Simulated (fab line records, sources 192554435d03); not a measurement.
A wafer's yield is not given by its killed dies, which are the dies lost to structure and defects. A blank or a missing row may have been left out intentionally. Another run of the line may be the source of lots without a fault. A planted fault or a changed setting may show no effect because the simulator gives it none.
Split-lot trial || flow n5-finfet || on a route of 1938 steps: 7 lots, 21 wafers read

SPLIT DETAILS
At N5_BEOL_M3_COAT_68 (time 60 s, resist thk 12 nm), the setting spin-rpm was moved away from the recipe's 1500 rpm on 8 of the 21 wafers read, by -10.2% to -7.4%. This setting was run at the recipe's value on the other wafers.

Reading taken at the split's own step.

THE READING
SiARC_of_BEOL_M3_COAT_68.thk-nm (the simulator's own value, which no gauge read), in nm, at N5_BEOL_M3_COAT_68 (time 60 s, resist thk 12 nm). There is no usual value for it anywhere in the file.

{"wafer": "L074.3", "tool, chamber at the split": "litho-track-02, 0", "spin-rpm as run, rpm": 1500, "against the recipe": "recipe", "SiARC_of_BEOL_M3_COAT_68.thk-nm, nm": 12, "against lot-mates on the recipe": "-"}
{"wafer": "L074.6", "tool, chamber at the split": "litho-track-02, 0", "spin-rpm as run, rpm": 1500, "against the recipe": "recipe", "SiARC_of_BEOL_M3_COAT_68.thk-nm, nm": 12, "against lot-mates on the recipe": "-"}
{"wafer": "L074.4", "tool, chamber at the split": "litho-track-02, 0", "spin-rpm as run, rpm": 1366, "against the recipe": "-8.9%", "SiARC_of_BEOL_M3_COAT_68.thk-nm, nm": 12.6, "against lot-mates on the recipe": "+0.6"}
{"wafer": "L075.1", "tool, chamber at the split": "litho-track-05, 0", "spin-rpm as run, rpm": 1500, "against the recipe": "recipe", "SiARC_of_BEOL_M3_COAT_68.thk-nm, nm": 12, "against lot-mates on the recipe": "-"}
{"wafer": "L075.2", "tool, chamber at the split": "litho-track-05, 0", "spin-rpm as run, rpm": 1500, "against the recipe": "recipe", "SiARC_of_BEOL_M3_COAT_68.thk-nm, nm": 12, "against lot-mates on the recipe": "-"}
{"wafer": "L075.3", "tool, chamber at the split": "litho-track-05, 0", "spin-rpm as run, rpm": 1500, "against the recipe": "recipe", "SiARC_of_BEOL_M3_COAT_68.thk-nm, nm": 12, "against lot-mates on the recipe": "-"}
{"wafer": "L077.2", "tool, chamber at the split": "litho-track-03, 0", "spin-rpm as run, rpm": 1389, "against the recipe": "-7.4%", "SiARC_of_BEOL_M3_COAT_68.thk-nm, nm": 12.4, "against lot-mates on the recipe": "+0.4"}
{"wafer": "L077.3", "tool, chamber at the split": "litho-track-03, 0", "spin-rpm as run, rpm": 1389, "against the recipe": "-7.4%", "SiARC_of_BEOL_M3_COAT_68.thk-nm, nm": 12.4, "against lot-mates on the recipe": "+0.4"}
{"wafer": "L077.5", "tool, chamber at the split": "litho-track-03, 0", "spin-rpm as run, rpm": 1500, "against the recipe": "recipe", "SiARC_of_BEOL_M3_COAT_68.thk-nm, nm": 12, "against lot-mates on the recipe": "-"}
{"wafer": "L078.2", "tool, chamber at the split": "litho-track-02, 0", "spin-rpm as run, rpm": 1500, "against the recipe": "recipe", "SiARC_of_BEOL_M3_COAT_68.thk-nm, nm": 12, "against lot-mates on the recipe": "-"}
{"wafer": "L078.5", "tool, chamber at the split": "litho-track-02, 0", "spin-rpm as run, rpm": 1500, "against the recipe": "recipe", "SiARC_of_BEOL_M3_COAT_68.thk-nm, nm": 12, "against lot-mates on the recipe": "-"}
{"wafer": "L078.6", "tool, chamber at the split": "litho-track-02, 0", "spin-rpm as run, rpm": 1500, "against the recipe": "recipe", "SiARC_of_BEOL_M3_COAT_68.thk-nm, nm": 12, "against lot-mates on the recipe": "-"}
{"wafer": "L087.1", "tool, chamber at the split": "litho-track-03, 0", "spin-rpm as run, rpm": 1500, "against the recipe": "recipe", "SiARC_of_BEOL_M3_COAT_68.thk-nm, nm": 12, "against lot-mates on the recipe": "-"}
{"wafer": "L087.3", "tool, chamber at the split": "litho-track-03, 0", "spin-rpm as run, rpm": 1500, "against the recipe": "recipe", "SiARC_of_BEOL_M3_COAT_68.thk-nm, nm": 12, "against lot-mates on the recipe": "-"}
{"wafer": "L087.4", "tool, chamber at the split": "litho-track-03, 0", "spin-rpm as run, rpm": 1500, "against the recipe": "recipe", "SiARC_of_BEOL_M3_COAT_68.thk-nm, nm": 12, "against lot-mates on the recipe": "-"}
{"wafer": "L092.3", "tool, chamber at the split": "litho-track-03, 0", "spin-rpm as run, rpm": 1379, "against the recipe": "-8.1%", "SiARC_of_BEOL_M3_COAT_68.thk-nm, nm": 12.6, "against lot-mates on the recipe": "no lot-mate on the recipe"}
{"wafer": "L092.4", "tool, chamber at the split": "litho-track-03, 0", "spin-rpm as run, rpm": 1379, "against the recipe": "-8.1%", "SiARC_of_BEOL_M3_COAT_68.thk-nm, nm": 12.6, "against lot-mates on the recipe": "no lot-mate on the recipe"}
{"wafer": "L092.6", "tool, chamber at the split": "litho-track-03, 0", "spin-rpm as run, rpm": 1379, "against the recipe": "-8.1%", "SiARC_of_BEOL_M3_COAT_68.thk-nm, nm": 12.6, "against lot-mates on the recipe": "no lot-mate on the recipe"}
{"wafer": "L097.1", "tool, chamber at the split": "litho-track-03, 0", "spin-rpm as run, rpm": 1347, "against the recipe": "-10.2%", "SiARC_of_BEOL_M3_COAT_68.thk-nm, nm": 12.6, "against lot-mates on the recipe": "+0.6"}
{"wafer": "L097.4", "tool, chamber at the split": "litho-track-03, 0", "spin-rpm as run, rpm": 1347, "against the recipe": "-10.2%", "SiARC_of_BEOL_M3_COAT_68.thk-nm, nm": 12.6, "against lot-mates on the recipe": "+0.6"}
{"wafer": "L097.5", "tool, chamber at the split": "litho-track-03, 0", "spin-rpm as run, rpm": 1500, "against the recipe": "recipe", "SiARC_of_BEOL_M3_COAT_68.thk-nm, nm": 12, "against lot-mates on the recipe": "-"}

FIT RESULTS
A straight line over all 21 wafers: SiARC_of_BEOL_M3_COAT_68.thk-nm changes by -0.0641 nm for each +1% of spin-rpm; r = -0.99; the points scatter about the line by 0.045 nm.
The same after taking each lot's own level away (the mean of its wafers on the recipe; 18 wafers): -0.0593 nm for each +1%; r = -1.00; scatter 0.022 nm.
According to that fit, moving spin-rpm by its largest amount changes the reading by 0.6 nm.
The lots' own levels span 12.00 to 12.00 nm.
Hence the lot-to-lot level has little effect on the slope; both slopes agree.
Check: +0.605 nm against its lot-mates is what the line predicts for one of the wafers moved furthest among these (-10.2%) when that wafer is left out of the fit. Against them it came out at +0.6 nm.

OTHER SPLITS APPLIED TO THESE WAFERS
These wafers also went through other splits before the reading. Each is held against what the fit with the lots' levels taken away leaves over:
{"other split on the same wafers": "N5_GATE_CUT_COAT_27 spin-rpm", "wafers away from the commonest value": 5, "r with SiARC_of_BEOL_M3_COAT_68.thk-nm (lot level and that fit taken away)": "+0.10"}
{"other split on the same wafers": "N5_MOL_CONTACT_COAG_COAT_63 spin-rpm", "wafers away from the commonest value": 9, "r with SiARC_of_BEOL_M3_COAT_68.thk-nm (lot level and that fit taken away)": "+0.37"}
{"other split on the same wafers": "N5_MOL_CONTACT_COAG_COAT_64 temp-c", "wafers away from the commonest value": 11, "r with SiARC_of_BEOL_M3_COAT_68.thk-nm (lot level and that fit taken away)": -0.14}
{"other split on the same wafers": "N5_MOL_CONTACT_COAG_ALD_133 ald-cycles", "wafers away from the commonest value": 5, "r with SiARC_of_BEOL_M3_COAT_68.thk-nm (lot level and that fit taken away)": "+0.23"}
{"other split on the same wafers": "N5_BEOL_M0_TRENCH_ETCH_107 target-depth-a", "wafers away from the commonest value": 5, "r with SiARC_of_BEOL_M3_COAT_68.thk-nm (lot level and that fit taken away)": "+0.00"}
{"other split on the same wafers": "N5_BEOL_M2_DESCUM_33 time-s", "wafers away from the commonest value": 3, "r with SiARC_of_BEOL_M3_COAT_68.thk-nm (lot level and that fit taken away)": "+0.06"}

THE FILE'S OWN FIT
SiARC_of_BEOL_M3_COAT_68.thk-nm changes by -0.0605 nm for each +1% of spin-rpm, r = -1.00.
